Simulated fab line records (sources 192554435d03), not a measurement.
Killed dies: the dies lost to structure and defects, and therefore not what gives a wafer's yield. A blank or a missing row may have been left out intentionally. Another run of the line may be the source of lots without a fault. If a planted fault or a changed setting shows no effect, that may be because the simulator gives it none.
Split-lot experiment + flow n5_finfet + 21 wafers read from 7 lots, route of 1938 steps

== THE SPLIT ==
At N5_BEOL_M5_ILD_DEP_00 (deposits SiCOH lowk from DEMS/porogen, target thk 140.64 nm, time 25.9 s), the setting time_s was moved away from the recipe's 25.9 s on 4 of the 21 wafers read, by +8.2% to +13.4%. This setting was run at the recipe's value on the other wafers.

== BETWEEN THE SPLIT AND THE READING: the file shows 1 step in between ==
- N5_BEOL_M5_CURE_79: cures SiCOH lowk, time 240 s

== THE READING ==
Values of M5_ILD_THK in nm from N5_BEOL_M5_THK_MEAS_01. On this fab line, fault-free wafers typically give 121.3 nm with a standard deviation of 1.4 nm.

| wafer  | tool, chamber at the split | time_s as run, s | against the recipe | M5_ILD_THK, nm | against lot-mates on the recipe |
|--------|----------------------------|------------------|--------------------|----------------|---------------------------------|
| L076.2 | pecvd-03, 0                | 25.9             | recipe             | 120.3          | -                               |
| L076.4 | pecvd-03, 1                | 25.9             | recipe             | 121.8          | -                               |
| L076.5 | pecvd-03, 2                | 25.9             | recipe             | 122.8          | -                               |
| L082.1 | pecvd-04, 2                | 25.9             | recipe             | 120.7          | -                               |
| L082.2 | pecvd-04, 1                | 25.9             | recipe             | 121.6          | -                               |
| L082.3 | pecvd-04, 0                | 25.9             | recipe             | 120.9          | -                               |
| L086.2 | pecvd-04, 1                | 28.03            | +8.2%              | 131.2          | +8.6                            |
| L086.5 | pecvd-04, 1                | 25.9             | recipe             | 122.6          | -                               |
| L086.6 | pecvd-04, 0                | 28.03            | +8.2%              | 133.2          | +10.6                           |
| L088.4 | pecvd-04, 0                | 25.9             | recipe             | 122.0          | -                               |
| L088.5 | pecvd-04, 2                | 25.9             | recipe             | 120.8          | -                               |
| L088.6 | pecvd-04, 1                | 25.9             | recipe             | 122.4          | -                               |
| L087.2 | pecvd-03, 1                | 25.9             | recipe             | 120.0          | -                               |
| L087.3 | pecvd-03, 0                | 25.9             | recipe             | 120.1          | -                               |
| L087.6 | pecvd-03, 2                | 25.9             | recipe             | 121.4          | -                               |
| L089.1 | pecvd-03, 2                | 29.38            | +13.4%             | 136.6          | +14.2                           |
| L089.5 | pecvd-03, 0                | 25.9             | recipe             | 122.9          | -                               |
| L089.6 | pecvd-03, 2                | 25.9             | recipe             | 121.8          | -                               |
| L091.3 | pecvd-04, 0                | 25.9             | recipe             | 120.9          | -                               |
| L091.4 | pecvd-04, 0                | 25.9             | recipe             | 123.6          | -                               |
| L091.5 | pecvd-04, 1                | 29.14            | +12.5%             | 139.5          | +17.2                           |

THE FIT
A straight line over all 21 wafers: M5_ILD_THK changes by +1.27 nm for each +1% of time_s; r = +0.98; the points scatter about the line by 1.2 nm.
The same after taking each lot's own level away (the mean of its wafers on the recipe; 21 wafers): +1.2 nm for each +1%; r = +0.98; scatter 1.1 nm.
The reading moves by 16 nm for the largest change in time_s, on that fit.
Measured against the standard deviation above, the lots' own levels, which go from 120.50 to 122.60 nm, span 1.5 times it.
The two slopes are in agreement: the lot-to-lot level therefore moves the slope only a little.
Check: for one of the wafers moved furthest among these (+13.4%), held out of the fit, the line's prediction against its lot-mates is +17.2 nm. It came out at +14.2 nm against them.

== THE WHOLE CHAIN: every reading that the file lists as answering this split, in the file's order ==
| step                   | what it does                                                             | reading                                                                                  | change (the file's fit)              | r (the file's) |
|------------------------|--------------------------------------------------------------------------|------------------------------------------------------------------------------------------|--------------------------------------|----------------|
| N5_BEOL_M5_ILD_DEP_00  | deposits SiCOH lowk from DEMS/porogen, target thk 140.64 nm, time 25.9 s | SiCOH_lowk_of_BEOL_M5_ILD_DEP_00.thk_nm (the simulator's own value, which no gauge read) | +1.39 nm for each +1% of the setting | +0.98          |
| N5_BEOL_M5_CURE_79     | cures SiCOH lowk, time 240 s                                             | SiCOH_lowk_of_BEOL_M5_ILD_DEP_00.thk_nm (the simulator's own value, which no gauge read) | +1.2 nm for each +1% of the setting  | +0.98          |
| N5_BEOL_M5_THK_MEAS_01 |                                                                          | M5_ILD_THK                                                                               | +1.2 for each +1% of the setting     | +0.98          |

== FILE'S OWN FIT ==
M5_ILD_THK changes by +1.2 nm for each +1% of time_s, r = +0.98.
